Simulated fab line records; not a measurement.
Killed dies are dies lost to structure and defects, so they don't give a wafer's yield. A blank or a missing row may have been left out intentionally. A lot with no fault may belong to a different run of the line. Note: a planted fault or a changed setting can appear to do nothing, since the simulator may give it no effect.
Chamber matching + flow nand_harc + 4 sister chambers for NHARC_A_STAIRCASE_ALD_415 on ald_hk-04
The step deposits SiO2, target thk 30 nm, pulse time 6 s, ald cycles 300. 4 wafers are shown with their chamber, then 8 later ones without.

## WAFERS PAIRED WITH THEIR CHAMBERS
| wafer  | chamber | heater_power_w (W) |
|--------|---------|--------------------|
| L082.1 | 2       | 471                |
| L089.1 | 1       | 484                |
| L089.4 | 3       | 463                |
| L090.1 | 0       | 481                |

## WAFERS MISSING THEIR CHAMBER
| wafer  | heater_power_w (W) |
|--------|--------------------|
| L090.2 | 470                |
| L090.5 | 488                |
| L096.3 | 516                |
| L096.4 | 469                |
| L096.5 | 519                |
| L097.3 | 436                |
| L097.5 | 439                |
| L097.6 | 515                |

## WHICH CHAMBER EACH WENT THROUGH
| wafer  | from the rows above               | in truth |
|--------|-----------------------------------|----------|
| L090.2 | can't be placed: 2 or 3 or 0 or 1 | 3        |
| L090.5 | can't be placed: 1 or 0 or 2 or 3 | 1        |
| L096.3 | can't be placed: 1 or 0 or 2 or 3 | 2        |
| L096.4 | can't be placed: 2 or 3 or 0 or 1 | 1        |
| L096.5 | can't be placed: 1 or 0 or 2 or 3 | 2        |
| L097.3 | can't be placed: 3 or 2 or 0 or 1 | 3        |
| L097.5 | can't be placed: 3 or 2 or 0 or 1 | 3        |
| L097.6 | can't be placed: 1 or 0 or 2 or 3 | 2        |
Correct placement for 0 of the 8. From these rows, 8 cannot be placed; in 8 the true chamber is one of the candidates. Number placed wrongly: 0.
How it was worked out, from the rows above alone: a wafer's distance from a chamber is the root of the sum, over the readings, of the square of ((its reading less the chamber's mean) divided by the reading's scatter). If the next closest chamber is less than 2 further off than the closest, the wafer can't be placed; otherwise it belongs to the closest. For every chamber, the mean is computed from those of its wafers that are shown. The scatter: with one shown wafer a chamber, the root of the mean of the squares of how far each hidden wafer lies from its nearest shown one.
